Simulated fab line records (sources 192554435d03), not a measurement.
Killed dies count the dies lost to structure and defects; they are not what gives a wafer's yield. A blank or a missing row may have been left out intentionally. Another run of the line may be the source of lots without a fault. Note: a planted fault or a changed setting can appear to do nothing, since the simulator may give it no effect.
Chamber matching :: flow n5 finfet :: rie diel-02 running N5_BEOL_M9_ETCH_62: 4 sister chambers
The step etches SOC in N2/H2, target depth 110 nm, overetch 22 nm, time 165 s. 8 wafers are shown with their chamber, then 7 later ones without.

== WAFERS PAIRED WITH THEIR CHAMBERS ==
wafer: L076.6
chamber: 1
throttle valve pct (%): 17.59
showerhead plenum p Torr (Torr): 2.59

wafer: L079.3
chamber: 1
throttle valve pct (%): 17.59
showerhead plenum p Torr (Torr): 2.59

wafer: L079.5
chamber: 2
throttle valve pct (%): 17.86
showerhead plenum p Torr (Torr): 2.52

wafer: L082.1
chamber: 2
throttle valve pct (%): 17.86
showerhead plenum p Torr (Torr): 2.51

wafer: L086.4
chamber: 0
throttle valve pct (%): 18.29
showerhead plenum p Torr (Torr): 2.62

wafer: L086.5
chamber: 3
throttle valve pct (%): 17.82
showerhead plenum p Torr (Torr): 2.69

wafer: L087.1
chamber: 0
throttle valve pct (%): 18.29
showerhead plenum p Torr (Torr): 2.62

wafer: L087.4
chamber: 3
throttle valve pct (%): 17.84
showerhead plenum p Torr (Torr): 2.69

== WAFERS MISSING THEIR CHAMBER ==
wafer: L087.5
throttle valve pct (%): 18.29
showerhead plenum p Torr (Torr): 2.62

wafer: L091.1
throttle valve pct (%): 17.65
showerhead plenum p Torr (Torr): 2.58

wafer: L091.4
throttle valve pct (%): 18.31
showerhead plenum p Torr (Torr): 2.62

wafer: L091.6
throttle valve pct (%): 18.30
showerhead plenum p Torr (Torr): 2.62

wafer: L094.3
throttle valve pct (%): 17.83
showerhead plenum p Torr (Torr): 2.68

wafer: L094.5
throttle valve pct (%): 17.48
showerhead plenum p Torr (Torr): 2.51

wafer: L094.6
throttle valve pct (%): 17.84
showerhead plenum p Torr (Torr): 2.68

== THE CHAMBER EACH PASSED THROUGH ==
wafer: L087.5
from the rows above: 0
in truth: 0

wafer: L091.1
from the rows above: 1
in truth: 1

wafer: L091.4
from the rows above: 0
in truth: 0

wafer: L091.6
from the rows above: 0
in truth: 0

wafer: L094.3
from the rows above: 3
in truth: 3

wafer: L094.5
from the rows above: 1
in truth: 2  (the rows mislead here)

wafer: L094.6
from the rows above: 3
in truth: 3
6 of 7 placed correctly. Number that these rows cannot place: 0. Placed wrongly: 1.
How it was worked out, from the rows above alone: a wafer's distance from a chamber is the root of the sum, over the readings, of the square of ((its reading less the chamber's mean) divided by the reading's scatter). The wafer belongs to the nearest chamber; if the next one is less than 2 further off, it can't be placed. A chamber's mean is the mean of its shown wafers. The scatter: take each reading less its chamber's mean, square it, sum over the shown wafers, divide by the number of wafers less the number of chambers, and take the root.
